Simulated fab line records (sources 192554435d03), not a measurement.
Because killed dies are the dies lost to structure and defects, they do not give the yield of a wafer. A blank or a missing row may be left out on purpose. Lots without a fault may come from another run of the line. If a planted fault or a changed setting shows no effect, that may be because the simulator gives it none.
Check of tool commonality	flow n5-finfet	12 lots and 36 wafers in the sample

== WHY IT WAS OPENED ==
Of 12 lots, 2 have the reading SDB_OVL flagged at N5_SDB_OVL_MEAS_12. Wafers without a fault read 0.2 nm, standard deviation 0.72.
Rule: flag the lot when none of its wafers has a number, or when each of its wafers that has one lies beyond 4 standard deviations from that mean. All remaining lots are regarded as sound.

lot	measured	on	SDB_OVL (nm), wafer by wafer	flag
L435	day 3 18:55	overlay-02	0.6 -0.4 -0.8	
L436	day 4 01:41	overlay-01	-0.6 0.2 -0.8	
L437	day 4 13:55	overlay-01	0.1 0.1 -1.0	
L441	day 5 06:26	overlay-02	5.1 4.2 4.1	FLAGGED
L442	day 5 13:16	overlay-01	6.3 6.0 6.7	FLAGGED
L443	day 5 17:53	overlay-01	-0.9 1.4 -0.6	
L446	day 6 14:27	overlay-02	0.9 1.0 0.9	
L448	day 7 00:55	overlay-01	-0.1 0.2 0.1	
L449	day 7 06:26	overlay-02	-0.2 0.1 -0.2	
L454	day 8 10:53	overlay-02	0.8 1.0 0.9	
L455	day 8 20:41	overlay-01	0.2 1.1 -0.4	
L456	day 8 23:11	overlay-02	0.1 0.3 0.5	
Average over the flagged lots: 5.4 nm; offset from the usual +5.2 nm, equal to +7 standard deviations.

== TOOL THAT RAN EACH LOT ==
The record keeps 1 process step preceding the reading, out of 1938 steps on the route. Every cell lists first the tool, next ch and the chambers used by the sampled wafers, and last the start.
lot	flag	N5_SDB_EXPOSE_08
L435		arfi-scanner-01 ch 0, day 3 18:45
L436		arfi-scanner-03 ch 0, day 4 01:32
L437		arfi-scanner-02 ch 0, day 4 13:46
L441	FLAGGED	arfi-scanner-03 ch 0, day 5 06:17
L442	FLAGGED	arfi-scanner-03 ch 0, day 5 13:07
L443		arfi-scanner-01 ch 0, day 5 17:44
L446		arfi-scanner-02 ch 0, day 6 14:17
L448		arfi-scanner-02 ch 0, day 7 00:46
L449		arfi-scanner-01 ch 0, day 7 06:17
L454		arfi-scanner-01 ch 0, day 8 10:44
L455		arfi-scanner-01 ch 0, day 8 20:32
L456		arfi-scanner-01 ch 0, day 8 23:02
What is done by these steps:
- N5_SDB_EXPOSE_08: exposes mask SDB.
- N5_SDB_OVL_MEAS_12

== FLAGGED OVER TOTAL, TOOL BY TOOL (the gauges that took the reading come last) ==
step	tool	lots run	flagged	share of the flagged lots	sound lots run after its first flagged lot
N5_SDB_EXPOSE_08	arfi-scanner-01	6	0	none	-
N5_SDB_EXPOSE_08	arfi-scanner-02	3	0	none	-
N5_SDB_EXPOSE_08	arfi-scanner-03	3	2	all	0
N5_SDB_OVL_MEAS_12	overlay-01	6	1	some	3 (L443,L448,L455)
N5_SDB_OVL_MEAS_12	overlay-02	6	1	some	4 (L446,L449,L454,L456)

== THE TABLE: WHAT IT ALLOWS ==
In the table, 1 row covers all flagged lots: arfi-scanner-03 at N5_SDB_EXPOSE_08.
- arfi-scanner-03 at N5_SDB_EXPOSE_08 ran 3 lots, 2 of them flagged. Last sound lot L436 at day 4 01:32, first flagged lot L441 at day 5 06:17; a fault beginning in between fits.
Just one tool remains: arfi-scanner-03 at N5_SDB_EXPOSE_08.

== WHAT THE SIMULATOR HAD PUT IN ==
Scanner matching overlay: arfi-scanner-03, from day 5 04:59 on, at N5_SDB_EXPOSE_08. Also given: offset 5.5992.
Lots struck among those shown: L441, L442. This agrees with what the rule above found.
